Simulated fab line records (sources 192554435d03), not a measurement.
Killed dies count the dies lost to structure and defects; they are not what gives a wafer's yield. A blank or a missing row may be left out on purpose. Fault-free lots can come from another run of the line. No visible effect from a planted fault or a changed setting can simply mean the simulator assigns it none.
Problem report, 8D (eight disciplines) form, completed by code / flow n5_finfet / the parts of the form that need people (team, actions taken, sign-off) are left out

1. WHAT WENT WRONG
Wafers without a fault read 185.0 W, standard deviation 0.47; bias_w at N5_BEOL_M2_TRENCH_ETCH_37 reads a mean of 178.1 W on 6 wafers belonging to 2 lots. Measured from the usual mean, that is -15 standard deviations.
The step: etches SiOC in C4F6/O2, target depth 55.555 nm, time 29.2 s.
The first sign was on wafer L488.2 at day 9 06:20, on rie_diel-03. The record holds 27 wafers of 9 lots with a number at this step. Rule for "out", or "out of limits": more than 4 standard deviations from the usual mean. The rest of the wafers with a number are treated as sound.

2. WHAT THIS IS AND IS NOT
question=which readings at this step | is=bias_w | is not=drypump_motor_current_A, mfc_ar_sccm, oes_o_777_au, oes_product_au, showerhead_plenum_p_Torr, throttle_valve_pct
question=which lots | is=L488, L489 | is not=L480, L482, L483, L484, L497, L498, L501
question=which wafers of those lots | is=all that have a number | is not=-
question=read on which tools | is=rie_diel-03 | is not=rie_diel-01, rie_diel-06
question=when | is=from day 9 06:20 | is not=up to then (12 sound wafers); but 9 sound wafers of L497, L498, L501 came after

3. WHAT RULES OUT EACH SUSPECT
Counting: any tool at a process step up to the reading is kept as a suspect provided that every lot that is out went through it and no sound lot did after the first of them.
- rie_diel-01 at N5_BEOL_M2_ETCH_69 (etches SiARC in CF4, target depth 15.6 nm, time 26 s): ruled out as a lasting fault. The sound lots L498 went through it after L488, its earliest lot that is out (day 9 01:33).
- rie_diel-03 at N5_BEOL_M2_TRENCH_ETCH_37 (etches SiOC in C4F6/O2, target depth 55.555 nm, time 29.2 s): ruled out as a lasting fault. The sound lots L501 went through it after L488, its earliest lot that is out (day 9 06:20).
Left after counting: nothing in the record.

4. THE CAUSE (what the simulator had put in)
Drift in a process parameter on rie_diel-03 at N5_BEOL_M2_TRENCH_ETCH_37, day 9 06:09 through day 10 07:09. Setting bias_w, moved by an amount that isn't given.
Counting ruled it out, wrongly.

5. THE EFFECT CHAIN, in route order
One row per reading whose mean, taken over the struck wafers that have a number, lies over 3 standard deviations from the usual. Only readings whose record carries a usual standard deviation are examined. hours: median over the lots of the time between each lot's start at the first step of this table that gives one and its start at this step. sigmas: the change, counted in usual standard deviations.
hours=0; step=N5_BEOL_M2_TRENCH_ETCH_37; reading=bias_w; usual=185.0 W; on struck wafers=178.1; change=-6.9; sigmas=-15
The process steps in it:
- N5_BEOL_M2_TRENCH_ETCH_37: etches SiOC in C4F6/O2, target depth 55.555 nm, time 29.2 s.
At these later measuring or inspecting steps, every struck wafer for which the step has a row has a number for every such reading, and none has moved that far: N5_BEOL_M4_RC_MEAS_101.

6. HOW IT WOULD HAVE BEEN CAUGHT EARLIER
0 hours passed between the start of the fault at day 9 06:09 and the first reading out of limits in this record, taken at day 9 06:20.
